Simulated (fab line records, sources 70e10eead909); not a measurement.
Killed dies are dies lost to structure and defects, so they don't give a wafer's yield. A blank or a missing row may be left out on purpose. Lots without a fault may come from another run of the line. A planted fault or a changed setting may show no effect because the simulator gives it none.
Problem report in the 8D (eight disciplines) form, filled by code | flow nand_harc | the parts of the form that need people (team, actions taken, sign-off) are left out

1. THE PROBLEM
killed_at_array at NHARC_END_SORT_01 reads a mean of 277 on 4 wafers of 3 lots; wafers without a fault read 56 with a standard deviation of 19. That is +12 standard deviations from the usual mean.
First seen on wafer L254.4, day 32 01:16, on prober-02. The record holds 6 wafers of 3 lots with a number at this step. Rule for "out", or "out of limits": more than 4 standard deviations from the usual mean. The other wafers with a number count as sound.

2. WHAT IT IS AND WHAT IT IS NOT
question                    | is                             | is not
which readings at this step | killed_at_array, killed_dies   | killed_at_other, killed_at_periphery, killed_short
which lots                  | L254, L255, L257               | -
which wafers of those lots  | L254.4, L255.4, L257.2, L257.4 | L254.3, L255.3
read on which gauges        | prober-01, prober-02           | -
when                        | from day 32 01:16              | up to then (1 sound wafer); but 1 sound wafer of L255 came after

3. SUSPECTS, AND WHAT RULES EACH OUT
Counting: a tool at a process step up to the reading stays a suspect if it ran every lot that is out. Sound lots after the first of them don't rule it out here, since some wafers of a struck lot are sound.
- the gauge at NHARC_END_SORT_01: ruled out. The wafers that are out were read on 2 gauges (prober-01, prober-02).
- cvd_w-01 at NHARC_A_WL_FILL_CVD_03 (deposits W, target thk 40 nm, time 279 s): kept. It ran every lot that is out, first L254 (day 27 19:31).
Left after counting: cvd_w-01 at NHARC_A_WL_FILL_CVD_03.

4. THE CAUSE (what the simulator had put in)
Process parameter drift: cvd_w-01, from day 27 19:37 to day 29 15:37, at NHARC_A_WL_FILL_CVD_03. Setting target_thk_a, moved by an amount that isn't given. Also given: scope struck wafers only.
Counting left only this tool.

5. THE CHAIN OF EFFECTS, in route order
Each row: a reading whose mean over the struck wafers that have a number lies more than 3 standard deviations from the usual. Only readings for which the record gives a usual standard deviation are gone through. hours: the time from each lot's start at the first step in this table that gives one to its start at this step, as a median over the lots. sigmas: the change in usual standard deviations.
hours | step              | reading         | usual | on struck wafers | change | sigmas
0     | NHARC_END_SORT_01 | killed_at_array | 56    | 277              | +221   | +12
0     | NHARC_END_SORT_01 | killed_dies     | 61    | 278              | +218   | +11

6. WHAT WOULD HAVE CAUGHT IT SOONER
In this record the first reading out of limits at a measuring or inspecting step was taken at day 32 01:16, 102 hours after the fault began at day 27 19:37.
Of the tool readings at NHARC_A_WL_FILL_CVD_03 for which the record gives a usual standard deviation, none was out on any struck wafer, so an alarm limit of 4 standard deviations on them would not have fired.
All the lots that are out (3) had begun NHARC_A_WL_FILL_CVD_03 on cvd_w-01 by day 32 01:16. A hold on the tool at that time would have spared none of them.
